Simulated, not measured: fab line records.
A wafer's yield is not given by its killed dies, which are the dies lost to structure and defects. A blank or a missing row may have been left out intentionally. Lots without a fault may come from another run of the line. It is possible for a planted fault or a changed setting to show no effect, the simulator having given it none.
Struck lot and sound lot, side by side    flow n5 finfet    38 steps out of a route of 1938
Sound: these wafers, L864.1, L864.2, L864.3. The struck wafers were L857.1, L857.3, L857.4. The cause is named last.
Per side, at each step with rows, come the tool, then ch with its chambers, and then its first start. Under that, the readings that differ: sound wafers    struck wafers    difference of the means    sigmas: that difference in standard deviations of wafers without a fault.
alike: words and numbers the same on both sides, and readings whose means are apart by under 2 such deviations; not compared: readings that were withheld, readings missing a value for some wafer, numbers with overlapping values and no deviation given by the record, and bounds like >300 which may hide the same value.
Wherever a step has rows on one side only, a row that says differs or no value, or a row with sigmas, the two part there. When numbers do not overlap yet have no deviation, they are printed without sigmas and do not part them. A reading missing from all wafers of one side parts the sides only when that side holds two or more wafers.

first, 10 steps without rows for these wafers: N5_HKMG_FIN_ALD_72 (deposits W, target thk 2 nm, pulse time 1 s, purge time 2 s); N5_HKMG_FIN_W_FILL_22 (material W, target thk 60 nm, time 18.2 s); N5_HKMG_FIN_PRECLEAN_83 (cleans in DIW, time 57.5 s); N5_HKMG_FIN_SRD_84 (dry time 32 s); N5_HKMG_FIN_CMP_23 (polishes, stops on SiNx, t overpolish 10 s, target thk 46.326 nm); N5_HKMG_FIN_CMP_94 (polishes, stops on SiNx, t overpolish 4.7 s, target thk 43.299 nm); N5_GATE_CUT_ETCHBACK_00 (etches W in SF6/Cl2); N5_GATE_CUT_ETCH_56 (etches TiN in Cl2/Ar, target depth 21.6 nm); N5_GATE_CUT_ETCHBACK_30 (etches TiN in Cl2/Ar, target depth 3 nm); N5_GATE_CUT_VAPOR_ETCH_60 (etches HfO2 in BCl3/Cl2).
N5_GATE_CUT_ETCH_58: etches SiNx in CH3F/O2, target depth 17 nm, time 128.6 s.
  sound on rie diel-06 ch 0,1,2, day 9 15:03; struck on rie diel-06 ch 0,2,3, day 7 20:04
  no value came back on the struck wafers for any of 8 readings (CH3F_flow_sccm (sccm), O2_flow_sccm (sccm) and others); on the sound wafers CH3F_flow_sccm (sccm) reads 30.08 29.93 29.97
reading                               sound           struck          difference  sigmas
model.SiNx_of_SDB_ALD_29.thk nm (nm)  24.6 24.4 24.4  27.2 27.2 27.4  +2.8        
  not compared: model.SiO2_flowable_of_ILD0_FCVD_FILL_01.thk nm
then, 25 steps without rows for these wafers: N5_GATE_CUT_STRIP_59 (strips in N2/H2, time 20 s); N5_GATE_CUT_PRECLEAN_31 (cleans in DIW, time 300 s); N5_GATE_CUT_SRD_32 (time 30 s); N5_GATE_CUT_SAC_CAP_01 (material SiNx, target thk 24 nm, pulse time 1 s, ald cycles 480); N5_GATE_CUT_PECVD_57 (deposits SiNx from SiH4/NH3/N2, target thk 21 nm); N5_GATE_CUT_CMP_02 (polishes, stops on SiO2, t overpolish 12.7 s, target thk 0 nm); N5_GATE_CUT_HM_DEP_46 (deposits SiO2 from TEOS/O2, target thk 130 nm, time 26.6 s); N5_GATE_CUT_COAT_34 (time 60 s, resist thk 60 nm); N5_GATE_CUT_COAT_35 (time 60 s, resist thk 10 nm); N5_GATE_CUT_COAT_27 (time 60 s, resist thk 10 nm); N5_GATE_CUT_COAT_07 (resist thk 30 nm); N5_GATE_CUT_EBR_09; N5_GATE_CUT_SOFTBAKE_08 (time 60 s); N5_GATE_CUT_EXPOSE_10 (exposes mask GATE CUT, target cd 20 nm); N5_GATE_CUT_PEB_11 (peb time 60 s); N5_GATE_CUT_DEVELOP_12 (develop time 30 s); N5_GATE_CUT_DESCUM_18 (chemistry O2, time 7 s); N5_GATE_CUT_ETCH_28 (etches underlayer in N2/H2, target depth 13 nm, time 10.4 s); N5_GATE_CUT_ETCH_36 (etches SiARC in CF4, target depth 13 nm, time 21.7 s); N5_GATE_CUT_ETCH_37 (etches SOC in N2/H2, target depth 60 nm, overetch 12 nm, time 90 s); N5_GATE_CUT_STRIP_38 (strips in N2/H2); N5_GATE_CUT_STRIP_39 (strips in N2/H2); N5_GATE_CUT_HM_OPEN_40 (chemistry C4F6/O2, target SiO2, target depth 139 nm, time 85.1 s); N5_GATE_CUT_STRIP_41 (strips in CF4); N5_GATE_CUT_STRIP_42 (strips in O2).
N5_MOL_CONTACT_COAG_WET_ETCH_116: etches the open film in SC1-inhibited, target depth 4.6 nm, rinse time 30 s.
  sound on wet bench-05 ch 0,1,4, day 10 03:34; struck on wet bench-06 ch 3,4,6, day 8 09:07
  alike: rinse temp c
  not compared: model.SiO2_flowable_of_ILD0_FCVD_FILL_01.thk nm
-- here the record skips 7 days between the struck wafers' starts before and after, leaving off in module MOL_CONTACT_COAG and picking up in module BEOL_M4 (first step shown: number 1111 of the route) --
N5_BEOL_M4_RC_MEAS_101:
  sound on prober-01 ch 0, day 16 08:12; struck on prober-02 ch 0, day 15 18:53
reading        sound           struck          difference  sigmas
DIBL_P (mV/V)  39.4 38.4 37.1  34.7 33.6 37.0  -3.2        -2
  alike: DIBL_N, IOFF_N, IOFF_P, ION_N, ION_P, SS_N, SS_P, VT_N, VT_P

== WHERE THEY PART ==
Last at N5_BEOL_M4_RC_MEAS_101 as far as this record goes, first at N5_GATE_CUT_ETCH_58.

WHY: the cause the simulator had injected
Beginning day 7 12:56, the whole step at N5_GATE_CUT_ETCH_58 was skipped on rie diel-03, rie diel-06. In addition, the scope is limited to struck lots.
